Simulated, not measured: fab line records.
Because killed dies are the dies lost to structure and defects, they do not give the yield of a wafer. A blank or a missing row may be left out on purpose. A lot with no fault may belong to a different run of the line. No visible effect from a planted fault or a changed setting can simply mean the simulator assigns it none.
Matching of chambers    flow n5 finfet    rie diel-02 running N5_BEOL_M12_TRENCH_ETCH_34: 4 sister chambers
The step etches SiOC in C4F8/O2/Ar, target depth 318.95 nm, time 125.5 s. 22 wafers are shown with their chamber, then 11 later ones without.

== EACH WAFER AND ITS CHAMBER ==
wafer   chamber  showerhead plenum p Torr (Torr)  drypump motor current A (A)  oes product au (a.u.)
L078.1  3        3.35                             5.7                          0.94
L078.4  0        3.39                             6.4                          0.72
L078.5  2        3.50                             5.9                          0.70
L081.1  0        3.38                             6.4                          0.71
L081.2  3        3.35                             5.7                          0.93
L081.5  1        3.55                             6.6                          0.79
L086.1  1        3.55                             6.6                          0.77
L086.2  0        3.38                             6.4                          0.71
L086.3  3        3.34                             5.8                          0.91
L085.2  0        3.38                             6.4                          0.70
L085.4  1        3.55                             6.6                          0.77
L085.6  3        3.34                             5.8                          0.90
L090.3  0        3.37                             6.4                          0.70
L090.4  1        3.54                             6.6                          0.76
L090.5  3        3.34                             5.8                          0.89
L091.2  1        3.54                             6.6                          0.76
L091.4  1        3.54                             6.5                          0.76
L091.6  3        3.34                             5.8                          0.88
L092.2  3        3.34                             5.7                          0.87
L092.3  1        3.54                             6.6                          0.76
L092.5  1        3.54                             6.6                          0.76
L093.1  0        3.37                             6.4                          0.69

SIGNATURES (means of the wafers above)
reading                   chamber 0  chamber 1  chamber 2  chamber 3  scatter within a chamber
showerhead plenum p Torr  3.3783     3.5438     3.5000     3.3429     0.00584
drypump motor current A   6.400      6.587      5.900      5.757      0.0379
oes product au            0.7050     0.7662     0.7000     0.9029     0.0171
Rule: distance of a wafer from a chamber = root of the sum over the readings of ((wafer's reading minus chamber's mean) / reading's scatter) squared. If the next closest chamber is less than 2 further off than the closest, the wafer can't be placed; otherwise it belongs to the closest. The scatter: the root of (the sum of the squares of (reading less its chamber's mean) over the shown wafers, divided by (wafers less chambers)).

== WAFERS WITHOUT THEIR CHAMBER ==
wafer   showerhead plenum p Torr (Torr)  drypump motor current A (A)  oes product au (a.u.)
L093.4  3.37                             6.4                          0.69
L093.6  3.54                             6.6                          0.76
L094.1  3.33                             5.7                          0.87
L094.3  3.37                             6.4                          0.68
L094.4  3.37                             6.4                          0.69
L096.3  3.54                             6.6                          0.74
L096.4  3.37                             6.4                          0.68
L096.5  3.54                             6.5                          0.74
L097.2  3.53                             6.6                          0.74
L097.3  3.33                             5.8                          0.85
L097.4  3.33                             5.8                          0.85

== THE CHAMBER EACH PASSED THROUGH ==
wafer   from the rows above  in truth
L093.4  0                    0
L093.6  1                    1
L094.1  3                    3
L094.3  0                    0
L094.4  0                    0
L096.3  1                    1
L096.4  0                    0
L096.5  1                    1
L097.2  1                    1
L097.3  3                    3
L097.4  3                    3
Correct placement for 11 of the 11. Not placeable from these rows: 0. Number placed wrongly: 0.
